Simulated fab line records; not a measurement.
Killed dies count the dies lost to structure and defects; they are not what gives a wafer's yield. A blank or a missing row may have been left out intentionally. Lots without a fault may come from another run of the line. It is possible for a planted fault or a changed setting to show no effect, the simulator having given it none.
Which of the tools did it? + flow n5_finfet + 21 wafers from 7 lots sampled at 3 of the route's 1938 steps

== WHAT EACH GAUGE READ, for each wafer ==
N5_BEOL_M12_OCD_MEAS_35.
| lot  | measured     | on     | trench_depth_nm (nm) |
|------|--------------|--------|----------------------|
| L483 | day 11 14:41 | ocd-01 | 319 321 319          |
| L489 | day 14 12:29 | ocd-02 | 318 317 313          |
| L496 | day 18 06:36 | ocd-01 | 318 313 273          |
| L497 | day 18 19:25 | ocd-02 | 316 325 320          |
| L504 | day 19 09:07 | ocd-02 | 317 321 275          |
| L506 | day 19 10:06 | ocd-02 | 318 323 325          |
| L505 | day 20 17:46 | ocd-01 | 324 325 317          |

== WHICH TOOL RAN EACH LOT (tool, then ch and the chambers of the sampled wafers, then the start) ==
| lot  | N5_BEOL_M12_VIA_ETCH_16            | N5_BEOL_M12_TRENCH_ETCH_34         |
|------|------------------------------------|------------------------------------|
| L483 | rie_diel-05 ch 1,3, day 11 13:13   | rie_diel-05 ch 1,2, day 11 14:32   |
| L489 | rie_diel-02 ch 2,3, day 14 11:02   | rie_diel-05 ch 0,1,2, day 14 12:20 |
| L496 | rie_diel-02 ch 0,1, day 18 05:01   | rie_diel-05 ch 0,1, day 18 06:27   |
| L497 | rie_diel-02 ch 0,2,3, day 18 18:02 | rie_diel-04 ch 1,2,3, day 18 19:15 |
| L504 | rie_diel-02 ch 0,2,3, day 19 07:28 | rie_diel-05 ch 1,2,3, day 19 08:57 |
| L506 | rie_diel-04 ch 0,1, day 19 08:35   | rie_diel-04 ch 0,1,2, day 19 09:57 |
| L505 | rie_diel-02 ch 2,3, day 20 16:21   | rie_diel-04 ch 0,1,3, day 20 17:37 |
- N5_BEOL_M12_VIA_ETCH_16: etches SiOC in C4F8/O2/Ar, target depth 724.8 nm.
- N5_BEOL_M12_TRENCH_ETCH_34: etches SiOC in C4F8/O2/Ar, target depth 318.95 nm, time 125.5 s.

== THE ANSWER, worked out from the rows above alone ==
Rule: usual is defined by the lots themselves. The widest of any qualifying gaps counts: lots, ordered by their means at a reading, are off when they make up no more than a third of the lots, leave a main group of 4 or more, and stand apart from it by 3 or more times the standard deviation of that group's means. The tables above print the reading to a certain number of digits; a main group whose means all agree to those digits is not used. Also off: a lot with no number at a reading for which 4 or more lots have one. The other lots that the step has rows for count as sound.
Off at N5_BEOL_M12_OCD_MEAS_35 (trench_depth_nm): L496, L504. Mean 320 nm and standard deviation 2.2 in the main group.
If a tool, at a process step before that reading, ran all the lots that are off and no sound lot after the first of them, it fits. The gauges at N5_BEOL_M12_OCD_MEAS_35 are tried like those tools. One fits: N5_BEOL_M12_TRENCH_ETCH_34 on rie_diel-05. A fault onset in the window from L489 (day 14 12:20, its last sound lot) to L496 (day 18 06:27, its first lot off) fits.

== WHAT HAD BEEN PUT IN BY THE SIMULATOR ==
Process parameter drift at N5_BEOL_M12_TRENCH_ETCH_34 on rie_diel-05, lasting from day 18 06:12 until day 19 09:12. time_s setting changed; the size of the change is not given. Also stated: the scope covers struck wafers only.
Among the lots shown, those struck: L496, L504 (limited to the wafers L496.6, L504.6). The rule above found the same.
